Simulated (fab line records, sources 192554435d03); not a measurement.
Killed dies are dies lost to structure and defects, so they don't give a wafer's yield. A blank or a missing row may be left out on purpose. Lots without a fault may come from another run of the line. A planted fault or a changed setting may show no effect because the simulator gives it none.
fab line records | flow n5_finfet | part 1 of 2: steps 1 to 19 of 28
record lots=5 wafers=15 last_day=16
route steps=1938 shown BEOL_M13@1713 BEOL_M14@1716
lots that met no fault: from a run of the same line without faults
start_h: hours from the record's first day to the start of the lot's first wafer shown | wait_h: hours since the lot's step before | " the same as in the row above | L1.1+2: a row that stands for several wafers | - no value, or no start given | * or withheld: withheld | < > ~ a bound
route shown NAME@n: a module of which the file shows steps, and the number in the route of the first | usual: mean/standard deviation of fault-free wafers | same: alike in all rows | chamber/n: place in a boat | sites: the reading at each site | _std_site: their standard deviation | _edge_site: outer sites' mean less inner sites' | radius_mm: how far each site lies from the wafer's centre | mask NAME#n: copy n | behind: the tool/chamber that last shaped the wafer | hold: why the lot was held/for how many hours/how that ended | device: the transistor (n, p or np) that didn't switch | end of line: the same wafers' tests at the end of the route | a step without rows: its recipe alone | killed: dies lost to structure and defects at the first sort, not the wafer's yield | map: a wafer's dies, x killed, . not, _ none there
set.NAME: the setting as run; set.NAME@STEP: as run at that earlier step | model.NAME: the simulator's own value behind a step, which no gauge read
lots at some steps of the route; a table a step, a row a wafer
services: from which hour (start_h, from the record's first day; less than 0 if before it) a tool's chamber was out of use, for how many hours, and why
## steps
# step N5_BEOL_M13_DEP_53
# recipe material=SiCN target_thk_a=500 temp_c=withheld precursor=3MS/NH3 pressure_torr=3 rf_w=675 time_s=17.8
# usual chamber_pressure_Torr=3.000/0.0062 showerhead_plenum_p_Torr=4.151/0.02 showerhead_vpp_V=1658/99 throttle_valve_pct=18.0/0.46
# same time_s=17.8
# columns lot.wafer tool chamber start_h wait_h chamber_pressure_Torr showerhead_plenum_p_Torr showerhead_vpp_V throttle_valve_pct
L074.1 pecvd-04 1 251.13 0.0 3.005 4.131 1631 18.2
L074.2 " 2 " " 2.997 4.186 1572 17.9
L074.3 " 0 " " 3.000 4.150 1664 18.8
L077.3 pecvd-01 0 257.32 0.0 3.006 4.120 1762 18.2
L077.4 " 1 " " 3.007 4.160 1521 17.4
L077.5 " 2 " " 2.991 4.140 1630 17.8
L082.2 pecvd-01 0 291.86 0.0 2.998 4.135 1736 18.1
L082.3 " 2 " " 2.994 4.141 1589 18.1
L082.6 " 0 " " 2.994 4.134 1767 18.2
L084.3 pecvd-01 2 304.57 0.0 3.004 4.149 1602 18.1
L084.4 " 1 " " 2.998 4.166 1533 17.4
L084.5 " 0 " " 2.999 4.131 1783 18.0
L093.1 pecvd-04 1 346.37 0.0 2.999 4.128 1623 18.3
L093.5 " 2 " " 2.992 4.185 1583 17.7
L093.6 " 1 " " 2.994 4.131 1586 17.9
# step N5_BEOL_M13_RS_MEAS_54
# recipe thk_meas_gauge=four-point-probe reads=Cu_of_BEOL_M13_ECD_47+Ta_of_BEOL_M13_SPUTTER_44+TaN_of_BEOL_M13_SPUTTER_43
# usual M13_RS=0.0450/0.00054
# columns lot.wafer tool chamber start_h wait_h M13_RS[ohm/sq]
L074.1 film_metro-02 - 251.20 0.0 0.0448
L074.2 " - " " 0.0453
L074.3 " - " " 0.0445
L077.3 film_metro-02 - 257.39 0.1 0.0454
L077.4 " - " " 0.0452
L077.5 " - " " 0.0450
L082.2 film_metro-02 - 291.93 0.1 0.0453
L082.3 " - " " 0.0451
L082.6 " - " " 0.0447
L084.3 film_metro-01 - 304.64 0.1 0.0453
L084.4 " - " " 0.0454
L084.5 " - " " 0.0444
L093.1 film_metro-02 - 346.44 0.0 0.0443
L093.5 " - " " 0.0445
L093.6 " - " " 0.0445
# step N5_BEOL_M13_INSPECT_55
# recipe inspect_instrument=darkfield mode=post_dep
# usual raw_defect_count=68/18
# columns lot.wafer tool chamber start_h wait_h raw_defect_count
L074.1 defect_inspect-02 - 251.23 0.0 78
L074.2 " - " " 71
L074.3 " - " " 70
L077.3 defect_inspect-02 - 257.41 0.0 60
L077.4 " - " " 72
L077.5 " - " " 62
L082.2 defect_inspect-02 - 291.96 0.0 67
L082.3 " - " " 60
L082.6 " - " " 81
L084.3 defect_inspect-02 - 304.67 0.0 79
L084.4 " - " " 71
L084.5 " - " " 71
L093.1 defect_inspect-01 - 346.46 0.0 85
L093.5 " - " " 97
L093.6 " - " " 106
# step N5_BEOL_M14_ILD_DEP_00
# recipe material=SiO2 target_thk_a=11193 temp_c=400 precursor=TEOS/O2 pressure_torr=6.5 rf_w=900 teos_flow_sccm=161.4 gas=O2 flow_sccm=2650 time_s=237.4
# usual chamber_pressure_Torr=6.498/0.013 heater_power_w=569/110 showerhead_plenum_p_Torr=8.34/0.031 showerhead_vpp_V=1906/94 throttle_valve_pct=18.9/1.1
# same time_s=237.4
# columns lot.wafer tool chamber start_h wait_h chamber_pressure_Torr heater_power_w showerhead_plenum_p_Torr showerhead_vpp_V throttle_valve_pct
L074.1 pecvd-02 0 251.26 0.0 6.492 515 8.38 2111 19.1
L074.2 " 2 " " 6.494 785 8.33 2068 17.8
L074.3 " 1 " " 6.497 538 8.26 1870 18.0
L077.3 pecvd-04 2 257.45 0.0 6.482 424 8.35 1807 18.6
L077.4 " 1 " " 6.494 739 8.30 1839 18.9
L077.5 " 2 " " 6.484 452 8.36 1828 18.2
L082.2 pecvd-03 2 291.99 0.0 6.492 479 8.37 1856 18.0
L082.3 " 0 " " 6.490 694 8.35 1828 18.6
L082.6 " 0 " " 6.479 550 8.38 1866 18.9
L084.3 pecvd-02 1 304.70 0.0 6.504 571 8.27 1869 18.0
L084.4 " 1 " " 6.492 442 8.27 1882 18.0
L084.5 " 2 " " 6.477 631 8.35 2105 18.1
L093.1 pecvd-04 1 346.50 0.0 6.494 630 8.31 1833 18.7
L093.5 " 2 " " 6.492 357 8.40 1811 18.3
L093.6 " 0 " " 6.487 597 8.32 1958 19.4
# step N5_BEOL_M14_THK_MEAS_01
# recipe reads=SiO2_of_BEOL_M14_ILD_DEP_00
# usual M14_ILD_THK=1112/16
# columns lot.wafer tool chamber start_h wait_h M14_ILD_THK[nm]
L074.1 film_metro-02 - 251.45 0.1 1103
L074.2 " - " " 1083
L074.3 " - " " 1103
L077.3 film_metro-01 - 257.64 0.1 1087
L077.4 " - " " 1118
L077.5 " - " " 1101
L082.2 film_metro-01 - 292.18 0.1 1115
L082.3 " - " " 1116
L082.6 " - " " 1136
L084.3 film_metro-02 - 304.90 0.1 1096
L084.4 " - " " 1116
L084.5 " - " " 1107
L093.1 film_metro-01 - 346.69 0.1 1116
L093.5 " - " " 1115
L093.6 " - " " 1093
# step N5_BEOL_M14_COAT_58
# recipe resist=BARC temp_c=205 time_s=60 spin_rpm=1500 resist_thk_nm=89
# usual dispense_pressure_kPa=51/5.3 exhaust_pa=44.8/0.84 resist_line_temp_C=22.98/0.1
# same time_s=60
# columns lot.wafer tool chamber start_h wait_h dispense_pressure_kPa exhaust_pa resist_line_temp_C
L074.1 litho_track-04 0 251.49 0.0 46 43.0 23.02
L074.2 " 0 " " 46 43.6 22.92
L074.3 " 0 " " 46 44.8 23.00
L077.3 litho_track-05 0 257.67 0.0 48 45.1 23.18
L077.4 " 0 " " 48 45.8 22.92
L077.5 " 0 " " 48 45.6 22.98
L082.2 litho_track-05 0 292.21 0.0 48 46.4 23.14
L082.3 " 0 " " 48 46.2 23.09
L082.6 " 0 " " 49 46.8 23.10
L084.3 litho_track-01 0 304.93 0.0 57 44.7 22.98
L084.4 " 0 " " 57 45.2 22.87
L084.5 " 0 " " 57 43.7 23.02
L093.1 litho_track-01 0 346.72 0.0 57 43.8 22.92
L093.5 " 0 " " 57 44.6 22.98
L093.6 " 0 " " 57 43.2 22.99
# step N5_BEOL_M14_COAT_04
# recipe spin_rpm=1704 resist_thk_nm=800
# usual dispense_pressure_kPa=51/5.3 exhaust_pa=45.2/0.93 resist_line_temp_C=23.02/0.11
# columns lot.wafer tool chamber start_h wait_h dispense_pressure_kPa exhaust_pa resist_line_temp_C
L074.1 litho_track-04 0 - - 46 46.6 22.99
L074.2 " 0 " " 46 45.0 23.01
L074.3 " 0 " " 46 46.8 23.17
L077.3 litho_track-05 0 - - 49 44.1 22.99
L077.4 " 0 " " 48 45.7 22.83
L077.5 " 0 " " 49 43.7 22.82
L082.2 litho_track-05 0 - - 49 45.9 23.14
L082.3 " 0 " " 49 45.2 22.85
L082.6 " 0 " " 48 45.8 22.94
L084.3 litho_track-01 0 - - 57 46.8 23.00
L084.4 " 0 " " 57 45.9 22.92
L084.5 " 0 " " 57 46.6 22.92
L093.1 litho_track-01 0 - - 57 42.9 23.08
L093.5 " 0 " " 57 43.9 22.95
L093.6 " 0 " " 57 43.6 23.08
# step N5_BEOL_M14_EBR_06
# recipe solvent=PGMEA ebr_width_mm=1.5
# usual exhaust_pa=45.0/0.9 resist_line_temp_C=23.00/0.1
# columns lot.wafer tool chamber start_h wait_h exhaust_pa resist_line_temp_C
L074.1 litho_track-04 0 - - 43.2 22.92
L074.2 " 0 " " 45.4 22.89
L074.3 " 0 " " 44.1 23.04
L077.3 litho_track-05 0 - - 43.5 22.98
L077.4 " 0 " " 43.8 23.01
L077.5 " 0 " " 43.8 22.95
L082.2 litho_track-05 0 - - 44.3 22.89
L082.3 " 0 " " 44.4 22.88
L082.6 " 0 " " 44.6 22.90
L084.3 litho_track-01 0 - - 46.9 22.94
L084.4 " 0 " " 44.9 22.93
L084.5 " 0 " " 45.4 23.00
L093.1 litho_track-01 0 - - 45.3 23.05
L093.5 " 0 " " 44.8 23.15
L093.6 " 0 " " 45.5 22.99
# step N5_BEOL_M14_SOFTBAKE_05
# recipe temp_c=130 time_s=60
# usual exhaust_pa=45.2/0.91 resist_line_temp_C=23.02/0.087
# same time_s=60
# columns lot.wafer tool chamber start_h wait_h exhaust_pa resist_line_temp_C
L074.1 litho_track-04 0 - - 44.9 23.02
L074.2 " 0 " " 46.5 22.95
L074.3 " 0 " " 45.6 23.08
L077.3 litho_track-05 0 - - 43.8 23.10
L077.4 " 0 " " 43.8 23.09
L077.5 " 0 " " 45.2 22.94
L082.2 litho_track-05 0 - - 44.9 22.82
L082.3 " 0 " " 43.4 23.08
L082.6 " 0 " " 43.7 22.95
L084.3 litho_track-01 0 - - 45.8 23.06
L084.4 " 0 " " 44.4 23.05
L084.5 " 0 " " 45.2 23.12
L093.1 litho_track-01 0 - - 43.3 22.88
L093.5 " 0 " " 44.8 22.99
L093.6 " 0 " " 43.5 23.03
# step N5_BEOL_M14_EXPOSE_07
# recipe mask_id=V13 na=0.8 source_shape=annular sigma_inner=0.5 sigma_outer=0.8 polarization=unpolarized attpsm_phase_deg=180 dose_mj=57
# same sigma_inner=0.5
# columns lot.wafer tool chamber start_h wait_h mask
L074.1+2+3 krf_scanner-02 0 251.58 - V13#0
L077.3+4+5 krf_scanner-02 0 257.78 - V13#0
L082.2+3+6 krf_scanner-01 0 292.44 - V13#0
L084.3+4+5 krf_scanner-01 0 305.04 - V13#0
L093.1+5+6 krf_scanner-02 0 346.82 - V13#0
# step N5_BEOL_M14_PEB_08
# recipe peb_temp_c=130 peb_time_s=90
# usual exhaust_pa=45.0/0.85 resist_line_temp_C=22.99/0.11
# same peb_time_s=90
# columns lot.wafer tool chamber start_h wait_h exhaust_pa resist_line_temp_C
L074.1 litho_track-01 0 251.64 0.1 44.0 23.12
L074.2 " 0 " " 44.9 23.01
L074.3 " 0 " " 45.5 23.21
L077.3 litho_track-04 0 257.83 0.0 45.9 22.79
L077.4 " 0 " " 45.5 22.94
L077.5 " 0 " " 43.6 22.98
L082.2 litho_track-05 0 292.50 0.0 44.7 23.12
L082.3 " 0 " " 44.4 23.09
L082.6 " 0 " " 43.4 23.06
L084.3 litho_track-05 0 305.09 0.0 44.4 23.08
L084.4 " 0 " " 45.7 23.01
L084.5 " 0 " " 46.2 23.20
L093.1 litho_track-04 0 346.88 0.1 46.5 23.01
L093.5 " 0 " " 44.8 23.08
L093.6 " 0 " " 44.7 23.20
# step N5_BEOL_M14_DEVELOP_09
# recipe develop_time_s=45 rinse_liquid=diw dry=air_spin dev_temp_c=21
# usual exhaust_pa=45.0/0.9 resist_line_temp_C=23.04/0.12
# columns lot.wafer tool chamber start_h wait_h exhaust_pa resist_line_temp_C
L074.1 litho_track-01 0 - - 45.6 23.24
L074.2 " 0 " " 47.0 23.01
L074.3 " 0 " " 45.9 23.25
L077.3 litho_track-04 0 - - 43.9 23.20
L077.4 " 0 " " 44.2 23.02
L077.5 " 0 " " 44.8 23.17
L082.2 litho_track-05 0 - - 43.2 23.04
L082.3 " 0 " " 44.8 22.99
L082.6 " 0 " " 44.6 23.17
L084.3 litho_track-05 0 - - 45.2 22.98
L084.4 " 0 " " 44.9 23.03
L084.5 " 0 " " 46.2 23.03
L093.1 litho_track-04 0 - - 45.3 22.89
L093.5 " 0 " " 44.2 23.03
L093.6 " 0 " " 43.5 23.11
# step N5_BEOL_M14_HARDBAKE_14
# recipe temp_c=130 time_s=120
# usual exhaust_pa=45.1/0.93 resist_line_temp_C=23.02/0.1
# same time_s=120
# columns lot.wafer tool chamber start_h wait_h exhaust_pa resist_line_temp_C
L074.1 litho_track-01 0 - - 43.3 23.13
L074.2 " 0 " " 44.1 23.07
L074.3 " 0 " " 44.1 23.14
L077.3 litho_track-04 0 - - 44.5 23.12
L077.4 " 0 " " 42.9 23.02
L077.5 " 0 " " 46.1 23.04
L082.2 litho_track-05 0 - - 45.2 23.07
L082.3 " 0 " " 44.7 23.11
L082.6 " 0 " " 45.7 23.04
L084.3 litho_track-05 0 - - 45.3 23.09
L084.4 " 0 " " 43.9 23.02
L084.5 " 0 " " 45.6 23.18
L093.1 litho_track-04 0 - - 45.9 23.12
L093.5 " 0 " " 45.0 23.02
L093.6 " 0 " " 45.0 23.10
# step N5_BEOL_M14_CD_MEAS_10
# recipe target_cd_nm=250 landing_energy_ev=500 detector=se_inlens polarity=opening
# usual cd_nm=250.1/1.3
# columns lot.wafer tool chamber start_h wait_h cd_nm
L074.1 cd_sem-01 0 251.76 - 251.4
L074.2 " 0 " " 251.4
L074.3 " 0 " " 250.1
L077.3 cd_sem-01 0 257.95 - 248.8
L077.4 " 0 " " 250.5
L077.5 " 0 " " 248.9
L082.2 cd_sem-03 0 292.61 - 250.3
L082.3 " 0 " " 252.0
L082.6 " 0 " " 250.4
L084.3 cd_sem-01 0 305.20 - 251.4
L084.4 " 0 " " 250.3
L084.5 " 0 " " 251.1
L093.1 cd_sem-03 0 347.00 - 252.7
L093.5 " 0 " " 250.1
L093.6 " 0 " " 250.6
# step N5_BEOL_M14_OVL_MEAS_11
# recipe points_per_wafer=44
# usual V13_OVL=1/5
# same points_per_wafer=44
# columns lot.wafer tool chamber start_h wait_h V13_OVL[nm]
L074.1 overlay-02 0 251.79 0.0 1
L074.2 " 0 " " -5
L074.3 " 0 " " 1
L077.3 overlay-01 0 257.98 0.0 -5
L077.4 " 0 " " 0
L077.5 " 0 " " -10
L082.2 overlay-01 0 292.65 0.0 4
L082.3 " 0 " " 3
L082.6 " 0 " " 11
L084.3 overlay-02 0 305.23 0.0 2
L084.4 " 0 " " 6
L084.5 " 0 " " 2
L093.1 overlay-02 0 347.03 0.0 -1
L093.5 " 0 " " 3
L093.6 " 0 " " -12
# step N5_BEOL_M14_INSPECT_12
# recipe mode=adi inspect_instrument=macro
# usual raw_defect_count=2.3/1.5
# columns lot.wafer tool chamber start_h wait_h raw_defect_count
L074.1 defect_inspect-01 - 251.81 0.0 3
L074.2 " - " " 6
L074.3 " - " " 2
L077.3 defect_inspect-02 - 258.00 0.0 1
L077.4 " - " " 1
L077.5 " - " " 1
L082.2 defect_inspect-02 - 292.67 0.0 6
L082.3 " - " " 1
L082.6 " - " " 0
L084.3 defect_inspect-01 - 305.26 0.0 3
L084.4 " - " " 4
L084.5 " - " " 2
L093.1 defect_inspect-02 - 347.05 0.0 3
L093.5 " - " " 1
L093.6 " - " " 2
# step N5_BEOL_M14_DESCUM_15
# recipe chemistry=O2 time_s=7.9 source_power_w=50 bias_power_w=20 pressure_mtorr=20 rf_frequency_hz=2.712e+07 temp_c=40 o2_flow_sccm=225
# usual drypump_motor_current_A=5.6/0.54 oes_product_au=0.80/0.062 rf_vpp_V=243.4/1.3 showerhead_plenum_p_Torr=2.11/0.069 throttle_valve_pct=20.34/0.17
# same time_s=7.9
# columns lot.wafer tool chamber start_h wait_h drypump_motor_current_A oes_product_au rf_hours_counter_h rf_vpp_V showerhead_plenum_p_Torr throttle_valve_pct
L074.1 rie_diel-02 3 251.85 0.0 4.7 0.71 223 242.2 2.06 20.42
L074.2 " 0 " " 6.2 0.88 33 244.1 2.23 20.24
L074.3 " 1 " " 4.9 0.79 112 243.9 2.10 20.25
L077.3 rie_diel-04 1 258.03 0.0 6.6 0.72 202 244.2 2.15 20.73
L077.4 " 3 " " 5.4 0.82 - 244.2 2.21 20.28
L077.5 " 0 " " 5.8 0.90 - 242.8 2.04 20.28
L082.2 rie_diel-02 2 292.70 0.0 5.5 0.85 53 242.8 2.03 20.17
L082.3 " 0 " " 6.2 0.87 48 244.2 2.22 20.24
L082.6 " 3 " " 4.7 0.70 - 244.8 2.06 20.47
L084.3 rie_diel-04 0 305.29 0.0 5.8 0.88 48 241.8 2.03 20.31
L084.4 " 3 " " 5.4 0.79 104 245.5 2.20 20.33
L084.5 " 2 " " 5.7 0.75 - 243.0 2.10 20.59
L093.1 rie_diel-02 0 347.30 0.3 6.2 0.84 74 245.9 2.21 20.28
L093.5 " 2 " " 5.5 0.83 - 241.9 2.02 20.22
L093.6 " 0 " " 6.2 0.83 - 245.4 2.21 20.29
# step N5_BEOL_M14_ETCH_59
# recipe chemistry=N2/H2 target=BARC target_depth_a=890 overetch_a=267 time_s=67.9 ion_energy_ev=200 pressure_mtorr=30 source_w=840 bias_w=150 n2_flow_sccm=200 h2_flow_sccm=200
# usual drypump_motor_current_A=5.6/0.53 n2_flow_sccm=199.9/0.64 oes_product_au=0.69/0.051 rf_vpp_V=524.4/2.4 showerhead_plenum_p_Torr=2.56/0.082 throttle_valve_pct=17.81/0.2
# same time_s=67.9
# columns lot.wafer tool chamber start_h wait_h drypump_motor_current_A n2_flow_sccm oes_product_au rf_hours_counter_h rf_vpp_V showerhead_plenum_p_Torr throttle_valve_pct
L074.1 rie_diel-02 3 251.88 0.0 4.7 199.6 0.61 223 522.2 2.51 17.94
L074.2 " 0 " " 6.2 201.1 0.77 33 528.1 2.70 17.64
L074.3 " 1 " " 4.9 199.1 0.67 112 524.8 2.56 17.70
L077.3 rie_diel-04 1 258.07 0.0 6.6 199.8 0.61 202 526.1 2.63 18.32
L077.4 " 3 " " 5.4 200.6 0.70 - 527.3 2.68 17.62
L077.5 " 0 " " 5.8 199.3 0.77 - 521.7 2.49 17.76
L082.2 rie_diel-02 2 292.74 0.0 5.5 199.8 0.74 53 521.6 2.48 17.71
L082.3 " 0 " " 6.2 200.6 0.75 48 527.9 2.69 17.68
L082.6 " 3 " " 4.7 200.6 0.60 - 523.3 2.51 17.94
L084.3 rie_diel-04 0 305.32 0.0 5.8 199.1 0.74 48 521.7 2.48 17.78
L084.4 " 3 " " 5.4 199.8 0.69 104 526.4 2.67 17.67
L084.5 " 2 " " 5.7 198.4 0.64 - 523.5 2.55 18.00
L093.1 rie_diel-02 0 347.34 0.0 6.3 200.8 0.72 74 528.9 2.68 17.71
L093.5 " 2 " " 5.5 199.7 0.70 - 521.6 2.46 17.74
L093.6 " 0 " " 6.3 199.5 0.71 - 527.8 2.68 17.71
# step N5_BEOL_M14_VIA_ETCH_16
# recipe chemistry=C4F8/O2/Ar target=SiO2 he_inner_torr=15 he_outer_torr=30 target_depth_a=12313 time_s=withheld ion_energy_ev=800 pressure_mtorr=20 source_w=1905 bias_w=2040 Ar_flow_sccm=400 C4F8_flow_sccm=16 O2_flow_sccm=12 ends=cleared
# usual drypump_motor_current_A=5.6/0.54 oes_o_777_au=0.81/0.061 oes_product_au=0.72/0.055 rf_vpp_V=2217/15 showerhead_plenum_p_Torr=3.47/0.1 throttle_valve_pct=30.78/0.18
# columns lot.wafer tool chamber start_h wait_h drypump_motor_current_A oes_o_777_au oes_product_au rf_vpp_V showerhead_plenum_p_Torr throttle_valve_pct
L074.1 rie_diel-02 3 251.93 0.0 4.7 0.71 0.65 2217 3.41 30.85
L074.2 " 0 " " 6.3 0.90 0.80 2215 3.64 30.67
L074.3 " 1 " " 4.9 0.79 0.70 2218 3.45 30.60
L077.3 rie_diel-04 1 258.12 0.0 6.6 0.72 0.65 2258 3.54 31.30
L077.4 " 3 " " 5.4 0.82 0.74 2234 3.61 30.73
L077.5 " 0 " " 5.8 0.90 0.81 2203 3.36 30.78
L082.2 rie_diel-02 2 292.79 0.0 5.5 0.85 0.77 2211 3.37 30.85
L082.3 " 0 " " 6.2 0.89 0.78 2215 3.63 30.67
L082.6 " 3 " " 4.7 0.71 0.64 2217 3.40 30.87
L084.3 rie_diel-04 0 305.38 0.0 5.8 0.87 0.78 2200 3.35 30.79
L084.4 " 3 " " 5.4 0.80 0.71 2230 3.60 30.73
L084.5 " 2 " " 5.7 0.77 0.68 2215 3.43 30.90
L093.1 rie_diel-02 0 347.39 0.0 6.3 0.84 0.75 2214 3.62 30.71
L093.5 " 2 " " 5.5 0.83 0.75 2208 3.36 30.87
L093.6 " 0 " " 6.3 0.84 0.76 2213 3.62 30.71
